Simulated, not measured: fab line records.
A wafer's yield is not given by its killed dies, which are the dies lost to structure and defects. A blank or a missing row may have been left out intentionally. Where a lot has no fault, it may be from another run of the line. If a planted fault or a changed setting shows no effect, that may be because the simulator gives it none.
Split-lot trial | flow n5 finfet | 21 wafers read from 7 lots, route of 1938 steps

## ON THE SPLIT
At N5_BEOL_M7_DESCUM_33 (chemistry O2, time 7 s), the setting time s was moved away from the recipe's 7 s on 9 of the 21 wafers read, by -19.0% to +21.3%. For the rest of the wafers, this setting stayed at what the recipe calls for.

No step appears in the file between the split and the reading.

## THE READING
CAR-EUV_of_BEOL_M7_COAT_22.thk nm (the simulator's own value, which no gauge read), in nm, at N5_BEOL_M7_ETCH_72 (etches underlayer in N2/H2, target depth 6.5 nm, time 5.2 s). The file gives no usual value for it. The 12 wafers here that ran the recipe average 20.4 nm, standard deviation 0.075 nm.

wafer  | tool, chamber at the split | time s as run, s | against the recipe | CAR-EUV_of_BEOL_M7_COAT_22.thk nm, nm | against lot-mates on the recipe
L083.1 | rie diel-02, 1             | 5.857            | -16.3%             | 20.8                                  | +0.4
L083.2 | rie diel-02, 2             | 7                | recipe             | 20.4                                  | -
L083.6 | rie diel-02, 2             | 5.857            | -16.3%             | 21                                    | +0.6
L084.1 | rie diel-02, 2,1           | 6.373            | -9.0%              | 20.6                                  | +0.2
L084.6 | rie diel-02, 2,1           | 6.373            | -9.0%              | 20.6                                  | +0.2
L084.5 | rie diel-02, 2             | 7                | recipe             | 20.4                                  | -
L085.1 | rie diel-03, 2,3           | 5.667            | -19.0%             | 21                                    | +0.6
L085.2 | rie diel-03, 2,3           | 5.667            | -19.0%             | 21                                    | +0.6
L085.4 | rie diel-03, 1             | 7                | recipe             | 20.4                                  | -
L089.3 | rie diel-04, 0,3           | 7                | recipe             | 20.4                                  | -
L089.4 | rie diel-04, 0,3           | 7                | recipe             | 20.4                                  | -
L089.6 | rie diel-04, 2             | 7                | recipe             | 20.4                                  | -
L090.2 | rie diel-04, 2             | 5.941            | -15.1%             | 20.8                                  | +0.4
L090.4 | rie diel-04, 1             | 7                | recipe             | 20.4                                  | -
L090.5 | rie diel-04, 3             | 7                | recipe             | 20.4                                  | -
L092.1 | rie diel-02, 2             | 7                | recipe             | 20.2                                  | -
L092.3 | rie diel-02, 1             | 8.492            | +21.3%             | 19.4                                  | -0.8
L092.5 | rie diel-02, 1             | 8.492            | +21.3%             | 19.4                                  | -0.8
L095.2 | rie diel-03, 2,0,3         | 7                | recipe             | 20.2                                  | -
L095.5 | rie diel-03, 2,0,3         | 7                | recipe             | 20.4                                  | -
L095.6 | rie diel-03, 2,0,3         | 7                | recipe             | 20.4                                  | -
Rows listing several chambers each stand for several wafers; the file does not say which wafer went through which chamber.

FIT RESULTS
A straight line over all 21 wafers: CAR-EUV_of_BEOL_M7_COAT_22.thk nm changes by -0.0377 nm for each +1% of time s; r = -0.98; the points scatter about the line by 0.092 nm.
The same after taking each lot's own level away (the mean of its wafers on the recipe; 21 wafers): -0.0331 nm for each +1%; r = -0.99; scatter 0.065 nm.
The reading moves by 0.71 nm for the largest change in time s, on that fit.
The lots' own levels span 20.20 to 20.40 nm, that is 2.7 times the standard deviation above.
So the slope is not independent of the lot-to-lot level: the two fits are not the same.
Check: for one of the wafers moved furthest among these (+21.3%), held out of the fit, the line's prediction against its lot-mates is -0.71 nm. Against them it came out at -0.8 nm.

## THESE WAFERS: OTHER SPLITS
Before the reading, these wafers also passed through other splits. Each is held against what the fit with the lots' levels taken away leaves over:
other split on the same wafers | wafers away from the commonest value | r with CAR-EUV_of_BEOL_M7_COAT_22.thk nm (lot level and that fit taken away)
N5_BEOL_M6_COAT_60 spin rpm    | 4                                    | -0.38
N5_BEOL_M6_ETCH_62 time s      | 5                                    | -0.38
N5_BEOL_M6_COAT_22 spin rpm    | 9                                    | +0.26
N5_BEOL_M7_COAT_64 spin rpm    | 10                                   | -0.28

## THE WHOLE CHAIN: every reading that the file lists as answering this split, in the file's order
step                 | what it does                                                | reading                                                                            | change (the file's fit)                | r (the file's)
N5_BEOL_M7_DESCUM_33 | chemistry O2, time 7 s                                      | CAR-EUV_of_BEOL_M7_COAT_22.thk nm (the simulator's own value, which no gauge read) | -0.035 nm for each +1% of the setting  | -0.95
N5_BEOL_M7_ETCH_72   | etches underlayer in N2/H2, target depth 6.5 nm, time 5.2 s | CAR-EUV_of_BEOL_M7_COAT_22.thk nm (the simulator's own value, which no gauge read) | -0.0319 nm for each +1% of the setting | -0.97

## FILE'S OWN FIT
CAR-EUV_of_BEOL_M7_COAT_22.thk nm changes by -0.0319 nm for each +1% of time s, r = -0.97.
